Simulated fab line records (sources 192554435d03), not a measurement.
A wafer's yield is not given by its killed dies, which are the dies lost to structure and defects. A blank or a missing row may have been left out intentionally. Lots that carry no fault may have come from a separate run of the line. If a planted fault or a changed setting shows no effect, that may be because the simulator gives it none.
Code-filled problem report in 8D (eight disciplines) form | flow n5-finfet | the parts of the form that need people (team, actions taken, sign-off) are left out

## 1. THE PROBLEM
At N5_BEOL_M0_CMP_120, time-to-endpoint-s averages 34 s over 2 wafers from 2 lots, while fault-free wafers read 61 s, standard deviation 4.1. That puts it -6.6 standard deviations away from the usual mean.
The step: polishes, stops on SiOC, t overpolish 6.9 s.
The first sign was on wafer L270.4 at day 10 09:49, on cmp-04. The record holds 25 wafers of 10 lots with a number at this step. The rule behind "out" and "out of limits": a value lying over 4 standard deviations away from the usual mean. The rest of the wafers with a number are treated as sound.

## 2. WHAT IT IS AND WHAT IT IS NOT
question                    | is                 | is not
which readings at this step | time-to-endpoint-s | motor-current-A
which lots                  | L270, L272         | L253, L255, L258, L259, L265, L273, L274, L275
which wafers of those lots  | L270.4, L272.1     | L270.3, L272.6
read on which tools         | cmp-04             | cmp-02, cmp-03
when                        | from day 10 09:49  | up to then (15 sound wafers); but 8 sound wafers of L272, L273, L274, L275 came after

## 3. WHAT RULES OUT EACH SUSPECT
Counting: if a tool at a process step up to the reading ran every lot that is out, it stays a suspect. Sound lots after the first of them don't rule it out here, since some wafers of a struck lot are sound.
- ecd-cu-01 at N5_BEOL_M0_ECD_118 (material Cu, target thk 300 nm): kept. Every lot that is out went through it, the first being L270 (day 10 08:48); the last sound lot it ran before that was L265 (day 9 00:14).
- cmp-04 at N5_BEOL_M0_CMP_120 (polishes, stops on SiOC, t overpolish 6.9 s): kept. Every lot that is out went through it, the first being L270 (day 10 09:49); the last sound lot it ran before that was L259 (day 7 14:31). Out on those wafers are its own readings of time-to-endpoint-s.
Remaining after the count are ecd-cu-01 at N5_BEOL_M0_ECD_118 and cmp-04 at N5_BEOL_M0_CMP_120.

## 4. THE CAUSE (what the simulator had put in)
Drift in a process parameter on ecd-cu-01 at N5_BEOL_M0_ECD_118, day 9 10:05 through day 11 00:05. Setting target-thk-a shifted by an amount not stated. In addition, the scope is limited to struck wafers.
Counting left 2 suspects, and this tool is among them.

## 5. THE CHAIN OF EFFECTS, in route order
Each row: a reading whose mean over the struck wafers that have a number lies more than 3 standard deviations from the usual. Only readings for which the record gives a usual standard deviation are gone through. hours: the time from each lot's start at the first step in this table that gives one to its start at this step, as a median over the lots. sigmas: the change in usual standard deviations.
hours | step               | reading            | usual | on struck wafers | change | sigmas
0     | N5_BEOL_M0_CMP_120 | time-to-endpoint-s | 61 s  | 34               | -27    | -6.6
Here are the process steps it includes:
- N5_BEOL_M0_CMP_120: polishes, stops on SiOC, t overpolish 6.9 s.
Later steps that measure or inspect, where all struck wafers having a row at the step show a number for every such reading and not one has moved that far: N5_BEOL_M4_RC_MEAS_101.

## 6. HOW IT WOULD HAVE BEEN CAUGHT EARLIER
In this record the first reading out of limits was taken at day 10 09:49, 24 hours after the fault began at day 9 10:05.
Among the 2 lots that are out, L272 began N5_BEOL_M0_ECD_118 on ecd-cu-01 after day 10 09:49. A tool hold placed at that time would have kept it from harm.
